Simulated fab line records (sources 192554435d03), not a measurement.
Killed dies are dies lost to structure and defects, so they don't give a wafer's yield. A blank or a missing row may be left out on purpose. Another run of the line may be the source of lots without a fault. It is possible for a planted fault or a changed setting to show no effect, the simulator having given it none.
fab line records	flow n5Finfet	part 1 of 2: steps 1 to 4 of 6
record: lots: 23	wafers: 69	lastDay: 18
route steps=1938 shown MOL_CONTACT_COAG@540
lots that met no fault: from a run of the same line without faults
startH: the number of hours between the record's first day and the start of the first shown wafer of the lot	waitH: how many hours have passed since the lot's step before this one	" as in the row above	L1.1+2: a row that stands for several wafers	- value missing, or start not given	* or withheld: withheld	< > ~ a bound
route shown NAME@n: names a module that has steps shown in the file, with the first one's number in the route	usual: mean and standard deviation over wafers with no fault	same: alike in all rows	chamber/n: place in a boat	sites: per-site readings	_std_site: standard deviation of those values	_edge_site: inner sites' mean taken away from outer sites' mean	radiusMm: how far each site lies from the wafer's centre	mask NAME#n: copy n	behind: the most recent tool/chamber to have shaped the wafer	hold: cause of the lot's hold/its duration in hours/its outcome	device: the transistor (n, p or np) that didn't switch	end of line: the tests these same wafers got at the end of their route	where a step has no rows: the recipe by itself	killed: not the wafer's yield, but the dies lost to structure and defects at the first sort	map: shows each die of a wafer: x if killed, . if not, _ if none is there
set.NAME: the setting as run; set.NAME@STEP: as run at that earlier step	model.NAME: the simulator's own value behind a step, which no gauge read
steps of the route over a sample of lots; a table a step, a row a wafer
services: from which hour (startH, from the record's first day; less than 0 if before it) a tool's chamber was out of use, for how many hours, and why
== steps ==
step: N5_MOL_CONTACT_COAG_CD_MEAS_99
recipe: targetCdNm: 17.2	polarity: opening
usual: cdNm: 17.4/0.53
lot.wafer	tool	chamber	startH	waitH	cdNm
L074.1	cdSem-02	-	90.02	-	18.2
L074.2	"	-	"	"	17.7
L074.3	"	-	"	"	17.8
L075.1	cdSem-02	-	93.84	-	17.3
L075.3	"	-	"	"	18.0
L075.4	"	-	"	"	16.8
L076.1	cdSem-02	-	99.28	-	16.7
L076.4	"	-	"	"	18.0
L076.6	"	-	"	"	16.4
L077.2	cdSem-01	-	105.73	-	17.8
L077.4	"	-	"	"	16.6
L077.6	"	-	"	"	18.2
L078.1	cdSem-02	-	115.95	-	17.3
L078.3	"	-	"	"	18.2
L078.4	"	-	"	"	18.2
L079.2	cdSem-02	-	117.14	-	17.2
L079.3	"	-	"	"	18.2
L079.6	"	-	"	"	16.7
L080.1	cdSem-03	-	124.29	-	16.8
L080.3	"	-	"	"	18.2
L080.6	"	-	"	"	17.3
L081.4	cdSem-01	-	129.90	-	18.0
L081.5	"	-	"	"	18.0
L081.6	"	-	"	"	17.4
L082.1	cdSem-03	-	136.67	-	17.7
L082.5	"	-	"	"	17.8
L082.6	"	-	"	"	16.4
L083.2	cdSem-03	-	142.87	-	17.5
L083.4	"	-	"	"	17.1
L083.6	"	-	"	"	17.5
L084.1	cdSem-01	-	147.89	-	18.0
L084.3	"	-	"	"	17.0
L084.4	"	-	"	"	16.7
L085.1	cdSem-03	-	155.44	-	17.8
L085.3	"	-	"	"	17.1
L085.5	"	-	"	"	17.2
L087.2	cdSem-01	-	166.07	-	17.8
L087.5	"	-	"	"	16.2
L087.6	"	-	"	"	17.9
L088.1	cdSem-02	-	171.44	-	17.3
L088.3	"	-	"	"	17.4
L088.5	"	-	"	"	17.4
L089.1	cdSem-01	-	177.58	-	17.1
L089.2	"	-	"	"	18.2
L089.6	"	-	"	"	17.3
L090.1	cdSem-01	-	183.57	-	17.1
L090.5	"	-	"	"	17.5
L090.6	"	-	"	"	17.8
L091.1	cdSem-01	-	193.91	-	17.6
L091.5	"	-	"	"	17.3
L091.6	"	-	"	"	16.9
L092.1	cdSem-03	-	196.81	-	17.5
L092.3	"	-	"	"	18.2
L092.4	"	-	"	"	17.7
L093.2	cdSem-03	-	208.21	-	18.1
L093.4	"	-	"	"	17.4
L093.5	"	-	"	"	17.2
L094.2	cdSem-02	-	210.27	-	17.1
L094.4	"	-	"	"	17.8
L094.6	"	-	"	"	17.4
L095.3	cdSem-01	-	220.19	-	16.1
L095.4	"	-	"	"	17.5
L095.6	"	-	"	"	16.5
L096.1	cdSem-02	-	221.99	-	17.1
L096.5	"	-	"	"	16.6
L096.6	"	-	"	"	17.2
L097.4	cdSem-02	-	228.13	-	17.1
L097.5	"	-	"	"	16.6
L097.6	"	-	"	"	16.5
step: N5_MOL_CONTACT_COAG_SPUTTER_143
recipe: material: Co	targetThkA: 25	tempC: 25	chamberPressurePa: 0.2
usual: susceptorTempC: 24.99/0.1	throttleValvePct: 30.2/0.96
lot.wafer	tool	chamber	startH	waitH	susceptorTempC	throttleValvePct
L074.1	pvdSputter-02	-	92.02	0.0	25.02	29.8
L074.2	"	-	"	"	24.89	31.9
L074.3	"	-	"	"	24.95	29.9
L075.1	pvdSputter-01	-	96.27	0.0	24.85	29.3
L075.3	"	-	"	"	24.98	28.3
L075.4	"	-	"	"	25.06	29.8
L076.1	pvdSputter-03	-	102.13	0.0	24.78	29.6
L076.4	"	-	"	"	25.04	30.3
L076.6	"	-	"	"	24.78	31.8
L077.2	pvdSputter-01	-	107.37	0.0	25.08	28.4
L077.4	"	-	"	"	25.01	30.1
L077.6	"	-	"	"	25.08	28.5
L078.1	pvdSputter-01	-	117.27	0.0	24.84	28.5
L078.3	"	-	"	"	24.92	29.5
L078.4	"	-	"	"	25.02	30.0
L079.2	pvdSputter-03	-	119.22	0.0	25.09	30.2
L079.3	"	-	"	"	25.10	30.7
L079.6	"	-	"	"	24.85	31.6
L080.1	pvdSputter-02	-	126.35	0.0	24.89	32.3
L080.3	"	-	"	"	25.04	29.8
L080.6	"	-	"	"	25.02	29.8
L081.4	pvdSputter-02	-	131.96	0.0	24.96	31.8
L081.5	"	-	"	"	24.97	29.6
L081.6	"	-	"	"	24.96	32.4
L082.1	pvdSputter-02	-	139.74	0.0	25.12	32.1
L082.5	"	-	"	"	25.24	29.3
L082.6	"	-	"	"	24.89	29.7
L083.2	pvdSputter-01	-	146.09	0.0	25.04	29.2
L083.4	"	-	"	"	24.92	29.9
L083.6	"	-	"	"	24.74	30.0
L084.1	pvdSputter-01	-	149.65	0.0	24.99	30.1
L084.3	"	-	"	"	24.85	30.3
L084.4	"	-	"	"	24.83	29.1
L085.1	pvdSputter-01	-	157.56	0.0	25.10	30.2
L085.3	"	-	"	"	25.00	29.4
L085.5	"	-	"	"	25.08	30.4
L087.2	pvdSputter-03	-	168.61	0.0	24.97	30.5
L087.5	"	-	"	"	24.95	31.7
L087.6	"	-	"	"	24.89	29.8
L088.1	pvdSputter-02	-	172.74	0.0	25.16	29.9
L088.3	"	-	"	"	25.01	32.1
L088.5	"	-	"	"	25.02	29.9
L089.1	pvdSputter-02	-	179.72	0.0	25.00	29.6
L089.2	"	-	"	"	25.03	29.8
L089.6	"	-	"	"	24.97	29.6
L090.1	pvdSputter-03	-	185.16	0.0	25.09	30.3
L090.5	"	-	"	"	24.93	32.0
L090.6	"	-	"	"	25.12	30.4
L091.1	pvdSputter-02	-	195.22	0.0	25.08	32.1
L091.5	"	-	"	"	24.96	32.0
L091.6	"	-	"	"	25.00	29.7
L092.1	pvdSputter-03	-	199.90	0.0	25.01	29.8
L092.3	"	-	"	"	24.92	30.4
L092.4	"	-	"	"	24.93	30.2
L093.2	pvdSputter-03	-	210.25	0.0	25.07	29.9
L093.4	"	-	"	"	24.96	30.3
L093.5	"	-	"	"	24.92	30.2
L094.2	pvdSputter-03	-	215.43	0.0	25.08	30.6
L094.4	"	-	"	"	25.00	29.7
L094.6	"	-	"	"	24.92	30.1
L095.3	pvdSputter-02	-	223.27	0.0	25.03	29.9
L095.4	"	-	"	"	25.14	32.0
L095.6	"	-	"	"	25.16	31.9
L096.1	pvdSputter-03	-	226.56	0.0	24.84	29.8
L096.5	"	-	"	"	25.05	31.8
L096.6	"	-	"	"	24.93	30.4
L097.4	pvdSputter-02	-	230.69	0.0	25.20	29.8
L097.5	"	-	"	"	24.84	29.6
L097.6	"	-	"	"	25.06	32.2
step: N5_MOL_CONTACT_COAG_ALD_131
recipe: material: SiO2	targetThkA: 50	tempC: 100	aldPrecursorFamily: BDEAS	aldCoReactant: O2-plasma	pulseTimeS: 1	coReactantPulseTimeS: 1	purgeTimeS: 2	coReactantPurgeTimeS: 2	aldCycles: 35	pressureTorr: 2
usual: chamberPressureTorr: 2.000/0.0044	heaterPowerW: 76/8.7	precursorPulseHeightRel: 0.999/0.021	susceptorTempC: 100.01/0.13
lot.wafer	tool	chamber	startH	waitH	chamberPressureTorr	heaterPowerW	precursorPulseHeightRel	susceptorTempC
L074.1	aldSin-04	2	98.91	0.1	2.003	72	1.000	100.15
L074.2	"	3	"	"	2.000	80	1.016	99.94
L074.3	"	1	"	"	1.997	93	1.007	100.08
L075.1	aldSin-03	2	103.80	0.1	1.997	80	1.009	100.07
L075.3	"	0	"	"	1.989	89	0.983	100.12
L075.4	"	1	"	"	1.996	59	0.992	99.97
L076.1	aldSin-03	0	112.97	0.6	1.995	91	1.041	99.86
L076.4	"	3	"	"	2.000	86	0.973	99.98
L076.6	"	1	"	"	1.998	60	0.970	100.03
L077.2	aldSin-03	1	115.29	0.1	1.997	60	0.978	100.13
L077.4	"	2	"	"	2.003	80	1.018	100.21
L077.6	"	2	"	"	1.998	82	1.011	99.99
L078.1	aldSin-02	1	124.08	0.1	2.006	73	0.995	99.86
L078.3	"	2	"	"	2.004	76	0.998	99.99
L078.4	"	0	"	"	2.008	73	0.996	99.86
L079.2	aldSin-04	2	129.39	0.1	1.997	74	1.019	100.06
L079.3	"	3	"	"	2.000	78	0.982	100.16
L079.6	"	0	"	"	1.997	66	0.998	100.11
L080.1	aldSin-02	2	133.03	0.1	1.994	74	1.046	99.96
L080.3	"	0	"	"	2.003	73	0.978	100.04
L080.6	"	0	"	"	2.005	72	1.026	99.99
L081.4	aldSin-03	1	139.56	0.1	2.007	59	1.001	100.05
L081.5	"	3	"	"	2.003	83	0.974	99.91
L081.6	"	2	"	"	1.994	79	0.986	100.03
L082.1	aldSin-02	2	147.31	0.1	2.001	73	1.017	100.04
L082.5	"	3	"	"	2.004	71	1.042	99.87
L082.6	"	2	"	"	2.001	75	0.969	99.95
L083.2	aldSin-04	2	153.20	0.1	2.010	73	1.012	99.89
L083.4	"	3	"	"	2.003	81	1.022	100.01
L083.6	"	1	"	"	2.004	94	0.995	99.86
L084.1	aldSin-04	2	156.73	0.1	1.994	72	0.995	99.97
L084.3	"	1	"	"	2.006	94	1.000	100.12
L084.4	"	0	"	"	1.998	68	1.024	99.98
L085.1	aldSin-02	2	165.67	0.1	2.000	72	0.971	99.99
L085.3	"	0	"	"	2.004	75	0.975	99.76
L085.5	"	2	"	"	2.001	74	0.974	100.09
L087.2	aldSin-03	2	176.25	0.2	2.003	80	1.026	100.01
L087.5	"	3	"	"	2.005	82	0.997	99.97
L087.6	"	2	"	"	2.016	79	0.968	99.99
L088.1	aldSin-04	2	180.16	0.5	2.003	72	1.021	99.89
L088.3	"	1	"	"	1.997	89	0.990	99.79
L088.5	"	3	"	"	1.998	80	0.983	100.15
L089.1	aldSin-02	2	189.03	0.1	1.995	74	1.019	99.86
L089.2	"	3	"	"	2.004	71	0.946	100.15
L089.6	"	1	"	"	1.999	75	0.982	100.33
L090.1	aldSin-03	2	192.99	0.1	1.995	76	1.002	99.75
L090.5	"	3	"	"	1.999	77	1.012	100.01
L090.6	"	0	"	"	1.998	85	0.998	100.13
L091.1	aldSin-03	2	204.46	1.1	2.007	78	1.010	99.89
L091.5	"	1	"	"	1.998	60	1.001	100.08
L091.6	"	0	"	"	1.996	87	1.006	100.12
L092.1	aldSin-03	1	206.04	0.1	1.996	61	0.999	100.09
L092.3	"	0	"	"	2.003	86	1.002	100.03
L092.4	"	3	"	"	2.003	77	0.989	99.84
L093.2	aldSin-03	2	222.43	1.0	1.999	78	1.012	100.04
L093.4	"	1	"	"	1.992	62	0.995	100.08
L093.5	"	3	"	"	2.000	80	0.962	99.82
L094.2	aldSin-02	3	224.64	0.1	2.001	72	0.993	99.90
L094.4	"	0	"	"	2.003	73	1.032	99.96
L094.6	"	3	"	"	2.000	70	1.021	100.08
L095.3	aldSin-04	1	230.56	0.1	1.997	92	0.988	99.87
L095.4	"	2	"	"	2.004	71	1.018	100.22
L095.6	"	2	"	"	2.005	72	1.033	100.35
L096.1	aldSin-04	0	233.33	0.1	1.998	67	0.994	99.95
L096.5	"	2	"	"	2.006	75	0.981	99.80
L096.6	"	3	"	"	2.001	80	1.020	99.97
L097.4	aldSin-02	2	239.02	0.1	1.997	73	1.035	100.02
L097.5	"	1	"	"	1.995	74	0.984	100.04
L097.6	"	0	"	"	1.997	72	0.997	99.88
step: N5_MOL_CONTACT_COAG_ETCHBACK_135
recipe: chemistry: CHF3	target: SiO2	targetDepthA: 250	timeS: 16.7	ionEnergyEv: 200	pressureMtorr: 30	sourceW: 610	biasW: 170	Ar_flow_sccm: 200	CHF3_flow_sccm: 50
usual: drypumpMotorCurrentA: 5.7/0.41	oesProductAu: 0.78/0.085	rfVppV: 529/18	showerheadPlenumPTorr: 2.39/0.091	throttleValvePct: 18.74/0.23
lot.wafer	tool	chamber	startH	waitH	drypumpMotorCurrentA	oesProductAu	rfHoursCounterH	rfVppV	showerheadPlenumPTorr	throttleValvePct
L074.1	rieDiel-02	1	99.24	0.0	5.9	0.69	225	538	2.25	18.83
L074.2	"	3	"	"	6.4	0.87	55	537	2.46	18.73
L074.3	"	0	"	"	5.1	0.71	190	524	2.27	18.91
L075.1	rieDiel-02	0	104.10	0.0	5.0	0.72	192	524	2.27	18.92
L075.3	"	3	"	"	6.4	0.86	57	537	2.46	18.75
L075.4	"	3	"	"	6.4	0.87	-	537	2.46	18.73
L076.1	rieDiel-03	2	113.27	0.0	5.6	0.78	110	533	2.41	18.81
L076.4	"	3	"	"	6.0	0.87	43	534	2.43	18.53
L076.6	"	0	"	"	5.4	0.68	-	540	2.23	18.75
L077.2	rieDiel-03	0	115.66	0.0	5.4	0.69	217	539	2.23	18.75
L077.4	"	1	"	"	6.2	0.71	230	524	2.32	18.40
L077.6	"	3	"	"	6.0	0.89	-	533	2.43	18.55
L078.1	rieDiel-03	1	124.38	0.0	6.2	0.71	232	524	2.32	18.42
L078.3	"	0	"	"	5.4	0.69	219	540	2.23	18.78
L078.4	"	3	"	"	6.0	0.88	47	532	2.43	18.56
L079.2	rieDiel-03	1	129.73	0.0	6.1	0.70	234	523	2.32	18.42
L079.3	"	3	"	"	6.0	0.88	50	534	2.43	18.53
L079.6	"	3	"	"	6.0	0.87	-	534	2.43	18.55
L080.1	rieDiel-01	0	133.34	0.0	5.8	0.71	174	548	2.47	18.78
L080.3	"	3	"	"	5.8	0.72	188	543	2.46	19.14
L080.6	"	0	"	"	5.8	0.71	-	549	2.47	18.79
L081.4	rieDiel-01	3	139.85	0.0	5.8	0.72	189	544	2.46	19.14
L081.5	"	3	"	"	5.8	0.72	-	541	2.46	19.14
L081.6	"	0	"	"	5.8	0.70	-	548	2.46	18.78
L082.1	rieDiel-03	2	147.61	0.0	5.6	0.76	121	534	2.41	18.86
L082.5	"	0	"	"	5.4	0.67	-	540	2.23	18.77
L082.6	"	3	"	"	6.0	0.86	-	533	2.43	18.56
L083.2	rieDiel-03	0	153.50	0.0	5.4	0.67	230	539	2.23	18.78
L083.4	"	1	"	"	6.2	0.70	243	524	2.32	18.43
L083.6	"	2	"	"	5.6	0.76	-	533	2.41	18.86
L084.1	rieDiel-01	2	157.03	0.0	5.1	0.90	40	481	2.31	18.41
L084.3	"	1	"	"	6.1	0.74	179	533	2.37	18.74
L084.4	"	1	"	"	6.1	0.75	-	532	2.37	18.75
L085.1	rieDiel-01	2	166.16	0.0	5.1	0.89	43	480	2.31	18.40
L085.3	"	1	"	"	6.1	0.74	182	530	2.37	18.76
L085.5	"	1	"	"	6.0	0.74	-	531	2.37	18.75
L087.2	rieDiel-03	2	176.55	0.0	5.6	0.74	131	533	2.40	18.85
L087.5	"	2	"	"	5.6	0.75	-	533	2.40	18.86
L087.6	"	3	"	"	6.0	0.83	-	534	2.42	18.57
L088.1	rieDiel-01	1	180.50	0.0	6.0	0.74	187	530	2.37	18.76
L088.3	"	3	"	"	5.8	0.70	205	542	2.46	19.19
L088.5	"	3	"	"	5.8	0.71	-	543	2.46	19.18
L089.1	rieDiel-01	0	189.34	0.0	5.8	0.70	184	546	2.46	18.80
L089.2	"	2	"	"	5.2	0.87	51	479	2.31	18.41
L089.6	"	1	"	"	6.1	0.73	-	530	2.37	18.79
L090.1	rieDiel-02	0	193.30	0.0	5.1	0.69	226	523	2.26	18.97
L090.5	"	3	"	"	6.4	0.83	-	536	2.45	18.77
L090.6	"	2	"	"	5.3	0.90	-	513	2.54	18.79
L091.1	rieDiel-01	3	204.76	0.0	5.7	0.70	213	542	2.45	19.19
L091.5	"	3	"	"	5.8	0.70	-	542	2.45	19.17
L091.6	"	2	"	"	5.1	0.86	-	480	2.31	18.42
L092.1	rieDiel-02	3	206.37	0.0	6.4	0.82	91	536	2.44	18.78
L092.3	"	1	"	"	5.9	0.97	4	547	2.52	18.44
L092.4	"	2	"	"	5.3	0.89	33	513	2.54	18.80
L093.2	rieDiel-01	1	222.73	0.0	6.0	0.73	200	531	2.36	18.80
L093.4	"	0	"	"	5.8	0.69	195	547	2.46	18.80
L093.5	"	0	"	"	5.8	0.69	-	547	2.46	18.80
L094.2	rieDiel-02	3	224.94	0.0	6.4	0.82	97	537	2.44	18.78
L094.4	"	1	"	"	5.9	0.94	10	547	2.52	18.45
L094.6	"	3	"	"	6.4	0.81	-	536	2.44	18.80
L095.3	rieDiel-02	3	230.86	0.0	6.4	0.82	99	537	2.44	18.79
L095.4	"	2	"	"	5.3	0.86	41	513	2.54	18.82
L095.6	"	2	"	"	5.3	0.87	-	512	2.54	18.82
L096.1	rieDiel-03	0	233.63	0.0	5.4	0.96	3	548	2.50	18.34
L096.5	"	2	"	"	5.6	0.72	-	532	2.39	18.90
L096.6	"	0	"	"	5.4	0.96	-	548	2.50	18.36
L097.4	rieDiel-02	0	239.32	0.0	5.1	0.67	242	523	2.25	19.00
L097.5	"	2	"	"	5.3	0.87	-	513	2.54	18.82
L097.6	"	3	"	"	6.4	0.81	-	536	2.44	18.81
